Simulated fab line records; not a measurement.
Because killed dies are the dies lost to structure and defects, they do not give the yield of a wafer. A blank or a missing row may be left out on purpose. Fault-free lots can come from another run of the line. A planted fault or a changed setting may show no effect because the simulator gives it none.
Split-lot experiment -- flow n5Finfet -- 7 lots, 21 wafers read, on a route of 1938 steps

== THE SPLIT ==
At N5_BEOL_M11_COAT_63 (time 60 s, resist thk 100 nm), the setting spinRpm was moved away from the recipe's 1500 rpm on 4 of the 21 wafers read, by -7.1% to +6.7%. This setting was run at the recipe's value on the other wafers.

== FROM THE SPLIT TO THE READING: what the file shows between them, 7 steps ==
- N5_BEOL_M11_COAT_64: time 60 s, resist thk 30 nm (also split here: spinRpm)
- N5_BEOL_M11_COAT_22: resist thk 90 nm
- N5_BEOL_M11_EBR_24
- N5_BEOL_M11_DESCUM_33: chemistry O2, time 7.9 s
- N5_BEOL_M11_ETCH_65: etches SiARC in CF4, target depth 39 nm, time 65 s
- N5_BEOL_M11_ETCH_66: etches SOC in N2/H2, target depth 120 nm, overetch 24 nm, time 180 s
- N5_BEOL_M11_STRIP_69: strips in N2/H2

== THE READING ==
SOC_of_BEOL_M11_COAT_63.thkNm (the simulator's own value, which no gauge read), in nm, at N5_BEOL_M11_VIA_ETCH_34 (etches SiCOH lowk in C4F6/O2, target depth 184.5 nm, time 69.2 s). There is no usual value for it anywhere in the file. The 17 wafers here that ran the recipe average 91.9 nm, standard deviation 0.29 nm.

wafer,"tool, chamber at the split","spinRpm as run, rpm",against the recipe,"SOC_of_BEOL_M11_COAT_63.thkNm, nm",against lot-mates on the recipe
L074.2,"lithoTrack-04, 0",1500,recipe,92,-
L074.6,"lithoTrack-04, 0",1500,recipe,92,-
L074.4,"lithoTrack-04, 0",1600,+6.7%,89,-3.0
L077.1,"lithoTrack-04, 0",1394,-7.1%,95.2,+3.6
L077.4,"lithoTrack-04, 0",1500,recipe,91.6,-
L077.6,"lithoTrack-04, 0",1394,-7.1%,95.4,+3.8
L078.1,"lithoTrack-04, 0",1500,recipe,91.6,-
L078.2,"lithoTrack-04, 0",1500,recipe,91.8,-
L078.4,"lithoTrack-04, 0",1500,recipe,91.8,-
L083.2,"lithoTrack-03, 0",1500,recipe,92,-
L083.5,"lithoTrack-03, 0",1500,recipe,91.2,-
L083.6,"lithoTrack-03, 0",1500,recipe,91.8,-
L082.1,"lithoTrack-04, 0",1500,recipe,92.2,-
L082.2,"lithoTrack-04, 0",1500,recipe,92,-
L082.3,"lithoTrack-04, 0",1413,-5.8%,95.2,+3.1
L087.1,"lithoTrack-03, 0",1500,recipe,91.6,-
L087.2,"lithoTrack-03, 0",1500,recipe,92.4,-
L087.4,"lithoTrack-03, 0",1500,recipe,92,-
L093.1,"lithoTrack-05, 0",1500,recipe,92,-
L093.3,"lithoTrack-05, 0",1500,recipe,92,-
L093.5,"lithoTrack-05, 0",1500,recipe,92.4,-

FIT RESULTS
A straight line over all 21 wafers: SOC_of_BEOL_M11_COAT_63.thkNm changes by -0.483 nm for each +1% of spinRpm; r = -0.98; the points scatter about the line by 0.31 nm.
The same after taking each lot's own level away (the mean of its wafers on the recipe; 21 wafers): -0.504 nm for each +1%; r = -0.99; scatter 0.23 nm.
Per that fit: largest spinRpm move, reading shift of 3.6 nm.
Across the lots, their own levels run from 91.60 to 92.13 nm, a range of 1.8 times the standard deviation given above.
Hence the lot-to-lot level has little effect on the slope; both slopes agree.
Check: +3.6 nm against its lot-mates is what the line predicts for one of the wafers moved furthest among these (-7.1%) when that wafer is left out of the fit. It came out at +3.6 nm against them.

== THE OTHER SPLITS THESE WAFERS WENT THROUGH ==
Other splits were also applied to these wafers ahead of the reading. Each is held against what the fit with the lots' levels taken away leaves over:
other split on the same wafers,wafers away from the commonest value,r with SOC_of_BEOL_M11_COAT_63.thkNm (lot level and that fit taken away)
N5_BEOL_M8_TRENCH_ETCH_37 sourceW,8,-0.08
N5_BEOL_M9_ETCH_62 sourceW,6,-0.17
N5_BEOL_M9_EXPOSE_25 doseMj,7,+0.00
N5_BEOL_M10_VIA_ETCH_34 biasW,9,-0.05
N5_BEOL_M11_COAT_64 spinRpm,11,-0.16

== THE WHOLE CHAIN: every reading that the file lists as answering this split, in the file's order ==
step,what it does,reading,change (the file's fit),r (the file's)
N5_BEOL_M11_COAT_63,"time 60 s, resist thk 100 nm","SOC_of_BEOL_M11_COAT_63.thkNm (the simulator's own value, which no gauge read)",-0.52 nm for each +1% of the setting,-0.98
N5_BEOL_M11_ETCH_66,"etches SOC in N2/H2, target depth 120 nm, overetch 24 nm, time 180 s","etch.depthNm (the simulator's own value, which no gauge read)",-0.514 nm for each +1% of the setting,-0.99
N5_BEOL_M11_VIA_ETCH_34,"etches SiCOH lowk in C4F6/O2, target depth 184.5 nm, time 69.2 s","SOC_of_BEOL_M11_COAT_63.thkNm (the simulator's own value, which no gauge read)",-0.501 nm for each +1% of the setting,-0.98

== THE FILE'S OWN FIT ==
SOC_of_BEOL_M11_COAT_63.thkNm changes by -0.501 nm for each +1% of spinRpm, r = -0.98.
